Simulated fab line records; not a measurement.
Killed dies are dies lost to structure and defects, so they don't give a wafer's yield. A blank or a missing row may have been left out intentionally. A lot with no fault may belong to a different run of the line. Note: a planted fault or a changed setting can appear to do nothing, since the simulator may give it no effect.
Matching of chambers | flow nandHarc | NHARC_A_M0_CMP_23 on cmp-01: 4 sister chambers
The step polishes, t overpolish 20 s, target thk 113.75 nm. 14 wafers are shown with their chamber, then 6 later ones without.

WAFERS WITH THEIR CHAMBER
wafer  | chamber | motorCurrentA (A) | timeToEndpointS (s)
L100.2 | 0       | 13.6              | 25.7
L100.3 | 1       | 11.7              | 24.0
L100.6 | 2       | 13.5              | 23.0
L108.4 | 3       | 12.1              | 29.5
L108.6 | 1       | 11.7              | 27.5
L116.1 | 1       | 11.5              | 25.2
L116.4 | 2       | 13.0              | 26.2
L116.6 | 0       | 13.0              | 29.0
L115.2 | 0       | 13.5              | 28.9
L115.3 | 3       | 11.9              | 31.5
L115.5 | 2       | 14.1              | 25.3
L114.4 | 0       | 13.6              | 27.3
L114.5 | 0       | 13.9              | 28.1
L114.6 | 1       | 11.5              | 24.4

SIGNATURES (means of the wafers above)
reading         | chamber 0 | chamber 1 | chamber 2 | chamber 3 | scatter within a chamber
motorCurrentA   | 13.520    | 11.600    | 13.533    | 12.000    | 0.331
timeToEndpointS | 27.800    | 25.275    | 24.833    | 30.500    | 1.49
Rule: a wafer lies at a distance from a chamber equal to the root of the sum of squares, over the readings, of (its reading less the chamber's mean, divided by the reading's scatter). If the next closest chamber is less than 2 further off than the closest, the wafer can't be placed; otherwise it belongs to the closest. How the scatter is found: for the shown wafers, subtract from each reading the mean of its chamber, square and add these, divide the total by (wafers less chambers), then take the root.

WAFERS WITHOUT THEIR CHAMBER
wafer  | motorCurrentA (A) | timeToEndpointS (s)
L120.1 | 11.4              | 25.2
L120.2 | 14.0              | 27.8
L120.4 | 12.2              | 30.4
L119.2 | 12.5              | 29.5
L119.5 | 13.1              | 27.1
L119.6 | 12.0              | 25.2

CHAMBER TAKEN BY EACH
wafer  | from the rows above     | in truth
L120.1 | 1                       | 1
L120.2 | can't be placed: 0 or 2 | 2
L120.4 | 3                       | 3
L119.2 | can't be placed: 3 or 0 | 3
L119.5 | can't be placed: 0 or 2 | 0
L119.6 | 1                       | 1
Correctly placed: 3 of 6. Not placeable from these rows: 3 (in 3, the candidates include the true chamber). Placed wrongly: 0.
